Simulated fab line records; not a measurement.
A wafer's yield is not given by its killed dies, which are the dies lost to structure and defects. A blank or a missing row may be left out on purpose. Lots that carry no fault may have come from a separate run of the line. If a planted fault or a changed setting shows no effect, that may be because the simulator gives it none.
Chamber matching || flow nand harc || NHARC_P_M0_ETCH_34 on rie diel-04: 4 sister chambers
The step etches the open film in N2/H2, target depth 40 nm, overetch 12 nm, time 43.94 s. 7 wafers are shown with their chamber, then 8 later ones without.

## EACH WAFER AND ITS CHAMBER
{"wafer": "L081.5", "chamber": 0, "drypump motor current A (A)": 5.5, "showerhead plenum p Torr (Torr)": 2.02}
{"wafer": "L088.2", "chamber": 1, "drypump motor current A (A)": 5.6, "showerhead plenum p Torr (Torr)": 2.00}
{"wafer": "L091.1", "chamber": 0, "drypump motor current A (A)": 5.5, "showerhead plenum p Torr (Torr)": 2.01}
{"wafer": "L091.5", "chamber": 3, "drypump motor current A (A)": 6.6, "showerhead plenum p Torr (Torr)": 1.89}
{"wafer": "L093.5", "chamber": 2, "drypump motor current A (A)": 5.2, "showerhead plenum p Torr (Torr)": 2.09}
{"wafer": "L093.6", "chamber": 3, "drypump motor current A (A)": 6.5, "showerhead plenum p Torr (Torr)": 1.89}
{"wafer": "L094.2", "chamber": 2, "drypump motor current A (A)": 5.2, "showerhead plenum p Torr (Torr)": 2.09}

## WAFERS WHOSE CHAMBER IS MISSING
{"wafer": "L094.4", "drypump motor current A (A)": 5.5, "showerhead plenum p Torr (Torr)": 2.01}
{"wafer": "L094.5", "drypump motor current A (A)": 5.4, "showerhead plenum p Torr (Torr)": 2.01}
{"wafer": "L096.2", "drypump motor current A (A)": 5.2, "showerhead plenum p Torr (Torr)": 2.08}
{"wafer": "L096.3", "drypump motor current A (A)": 6.6, "showerhead plenum p Torr (Torr)": 1.89}
{"wafer": "L096.5", "drypump motor current A (A)": 5.2, "showerhead plenum p Torr (Torr)": 2.08}
{"wafer": "L097.2", "drypump motor current A (A)": 5.6, "showerhead plenum p Torr (Torr)": 1.99}
{"wafer": "L097.3", "drypump motor current A (A)": 5.2, "showerhead plenum p Torr (Torr)": 2.08}
{"wafer": "L097.4", "drypump motor current A (A)": 5.4, "showerhead plenum p Torr (Torr)": 2.00}

## EACH ONE'S CHAMBER
{"wafer": "L094.4", "from the rows above": 0, "in truth": 0}
{"wafer": "L094.5", "from the rows above": 0, "in truth": 0}
{"wafer": "L096.2", "from the rows above": 2, "in truth": 2}
{"wafer": "L096.3", "from the rows above": 3, "in truth": 3}
{"wafer": "L096.5", "from the rows above": 2, "in truth": 2}
{"wafer": "L097.2", "from the rows above": 1, "in truth": 1}
{"wafer": "L097.3", "from the rows above": 2, "in truth": 2}
{"wafer": "L097.4", "from the rows above": "can't be placed: 0 or 1", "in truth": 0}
Placed correctly: 7 of 8. Can't be placed from these rows: 1 (the true chamber is among the candidates in 1). Placed wrongly: 0.
How it was worked out, from the rows above alone: a wafer's distance from a chamber is the root of the sum, over the readings, of the square of ((its reading less the chamber's mean) divided by the reading's scatter). The wafer belongs to the nearest chamber; if the next one is less than 2 further off, it can't be placed. The mean given for a chamber averages the wafers shown for that chamber. How the scatter is found: for the shown wafers, subtract from each reading the mean of its chamber, square and add these, divide the total by (wafers less chambers), then take the root.
